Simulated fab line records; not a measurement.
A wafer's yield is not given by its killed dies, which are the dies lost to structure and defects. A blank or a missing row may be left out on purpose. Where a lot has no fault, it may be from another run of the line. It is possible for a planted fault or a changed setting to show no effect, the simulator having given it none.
Matching of chambers :: flow n5-finfet :: 4 sister chambers for N5_BEOL_M5_ETCH_61 on rie-diel-03
The step etches SiARC in CF4, target depth 15.6 nm, time 26 s. 4 wafers are shown with their chamber, then 9 later ones without.

== EACH WAFER AND ITS CHAMBER ==
wafer: L086.3
chamber: 0
drypump-motor-current-A (A): 5.6

wafer: L086.5
chamber: 2
drypump-motor-current-A (A): 5.3

wafer: L089.5
chamber: 3
drypump-motor-current-A (A): 5.1

wafer: L089.6
chamber: 1
drypump-motor-current-A (A): 5.7

== WAFERS WHOSE CHAMBER IS MISSING ==
wafer: L092.1
drypump-motor-current-A (A): 5.7

wafer: L092.3
drypump-motor-current-A (A): 5.1

wafer: L092.4
drypump-motor-current-A (A): 5.6

wafer: L095.3
drypump-motor-current-A (A): 5.7

wafer: L095.5
drypump-motor-current-A (A): 5.7

wafer: L095.6
drypump-motor-current-A (A): 5.3

wafer: L097.1
drypump-motor-current-A (A): 5.0

wafer: L097.5
drypump-motor-current-A (A): 5.7

wafer: L097.6
drypump-motor-current-A (A): 5.3

== EACH ONE'S CHAMBER ==
wafer: L092.1
from the rows above: 1
in truth: 1

wafer: L092.3
from the rows above: 3
in truth: 3

wafer: L092.4
from the rows above: 0
in truth: 0

wafer: L095.3
from the rows above: 1
in truth: 1

wafer: L095.5
from the rows above: 1
in truth: 1

wafer: L095.6
from the rows above: 2
in truth: 2

wafer: L097.1
from the rows above: 3
in truth: 3

wafer: L097.5
from the rows above: 1
in truth: 1

wafer: L097.6
from the rows above: 2
in truth: 2
Correctly placed: 9 of 9. Can't be placed from these rows: 0. Placed wrongly: 0.
How it was worked out, from the rows above alone: a wafer's distance from a chamber is the root of the sum, over the readings, of the square of ((its reading less the chamber's mean) divided by the reading's scatter). The wafer belongs to the nearest chamber; if the next one is less than 2 further off, it can't be placed. A chamber's mean is the mean of its shown wafers. The scatter: root of mean squared gap, hidden wafer to nearest shown wafer, with one shown wafer a chamber.
